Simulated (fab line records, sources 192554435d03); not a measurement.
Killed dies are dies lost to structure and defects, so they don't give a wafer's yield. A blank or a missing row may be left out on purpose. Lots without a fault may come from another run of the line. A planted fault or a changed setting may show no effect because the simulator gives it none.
Problem report in the 8D (eight disciplines) form, filled by code | flow n5_finfet | the parts of the form that need people (team, actions taken, sign-off) are left out

1. THE PROBLEM
raw_defect_count at N5_FIN_SAQP_INSPECT_40 reads a mean of 1484 on 3 wafers of 2 lots; wafers without a fault read 224 with a standard deviation of 66. That is +19 standard deviations from the usual mean.
The step: inspects for defects (brightfield).
First seen on wafer L990.2, day 3 02:39, on defect_inspect-02. The record holds 27 wafers of 9 lots with a number at this step. Rule for "out", or "out of limits": more than 4 standard deviations from the usual mean. The other wafers with a number count as sound.

2. WHAT IT IS AND WHAT IT IS NOT
question                    | is                     | is not
which readings at this step | raw_defect_count       | -
which lots                  | L990, L992             | L100, L103, L105, L106, L107, L109, L991
which wafers of those lots  | L990.2, L990.5, L992.2 | L990.6, L992.1, L992.6
read on which gauges        | defect_inspect-02      | defect_inspect-01
when                        | from day 3 02:39       | up to then (1 sound wafer); but 23 sound wafers of L100, L103, L105, L106, L107, L109, L991, L992 came after

3. SUSPECTS, AND WHAT RULES EACH OUT
Counting: a tool at a process step up to the reading stays a suspect if it ran every lot that is out. Sound lots after the first of them don't rule it out here, since some wafers of a struck lot are sound.
- the gauge at N5_FIN_SAQP_INSPECT_40: ruled out. All the wafers that are out were read on defect_inspect-02, but those of them that N5_PASSIVATION_PROBE_49 has rows for are out there too, on other tools.
- rie_si-02 at N5_FIN_SAQP_MANDREL_ETCH_22 (etches a-Si in HBr/Cl2, stops on SiNx, target depth 60 nm, bt time 10 s, time 30 s): kept. It ran every lot that is out, first L990 (day 2 22:24).
- rie_diel-02 at N5_FIN_SAQP_SPACER1_ETCHBACK_25 (etches SiO2 in CHF3/O2, target depth 24.4 nm, time 12.2 s): kept. It ran every lot that is out, first L990 (day 3 00:13).
- Within rie_diel-02 at N5_FIN_SAQP_SPACER1_ETCHBACK_25: the wafers that are out ran in chamber 1; their sound lot-mates ran in chambers 2, 3.
Left after counting: rie_si-02 at N5_FIN_SAQP_MANDREL_ETCH_22, rie_diel-02 at N5_FIN_SAQP_SPACER1_ETCHBACK_25.

4. THE CAUSE (what the simulator had put in)
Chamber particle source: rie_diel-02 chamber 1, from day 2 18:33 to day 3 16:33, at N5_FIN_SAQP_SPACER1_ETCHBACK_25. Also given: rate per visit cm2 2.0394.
Counting left 2 suspects, and this tool is among them.

5. THE CHAIN OF EFFECTS, in route order
Each row: a reading whose mean over the struck wafers that have a number lies more than 3 standard deviations from the usual. Only readings for which the record gives a usual standard deviation are gone through. hours: the time from each lot's start at the first step in this table that gives one to its start at this step, as a median over the lots. sigmas: the change in usual standard deviations.
hours | step                    | reading              | usual  | on struck wafers | change | sigmas
0     | N5_FIN_SAQP_INSPECT_40  | raw_defect_count     | 224    | 1484             | +1260  | +19
0     | N5_FIN_CUT_INSPECT_10   | raw_defect_count     | 41     | 1334             | +1293  | +99 or more
275   | N5_PASSIVATION_PROBE_49 | defect_limited_yield | 91.0 % | 77.7             | -13.3  | -8.8
275   | N5_PASSIVATION_PROBE_49 | killed_at_front_end  | 39     | 191              | +152   | +14
275   | N5_PASSIVATION_PROBE_49 | killed_dies          | 106    | 263              | +157   | +9.2
275   | N5_PASSIVATION_PROBE_49 | sort_bin_5_function  | 5.3 %  | 13.2             | +7.9   | +7.9
275   | N5_PASSIVATION_PROBE_49 | sort_n_pass          | 1074   | 917              | -157   | -9.2
275   | N5_PASSIVATION_PROBE_49 | sort_yield_pct       | 91.0 % | 77.7             | -13.3  | -8.8
The process steps in it:
- N5_PASSIVATION_PROBE_49
Later measuring or inspecting steps at which every struck wafer that the step has a row for has a number for every such reading, and none has moved that far: N5_BEOL_M4_RC_MEAS_101.

6. WHAT WOULD HAVE CAUGHT IT SOONER
In this record the first reading out of limits at a measuring or inspecting step was taken at day 3 02:39, 8 hours after the fault began at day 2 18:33.
Of the tool readings at N5_FIN_SAQP_SPACER1_ETCHBACK_25 for which the record gives a usual standard deviation, none was out on any struck wafer, so an alarm limit of 4 standard deviations on them would not have fired.
Of the lots that are out (2), L992 began N5_FIN_SAQP_SPACER1_ETCHBACK_25 on rie_diel-02 after day 3 02:39. A hold on the tool at that time would have spared it.
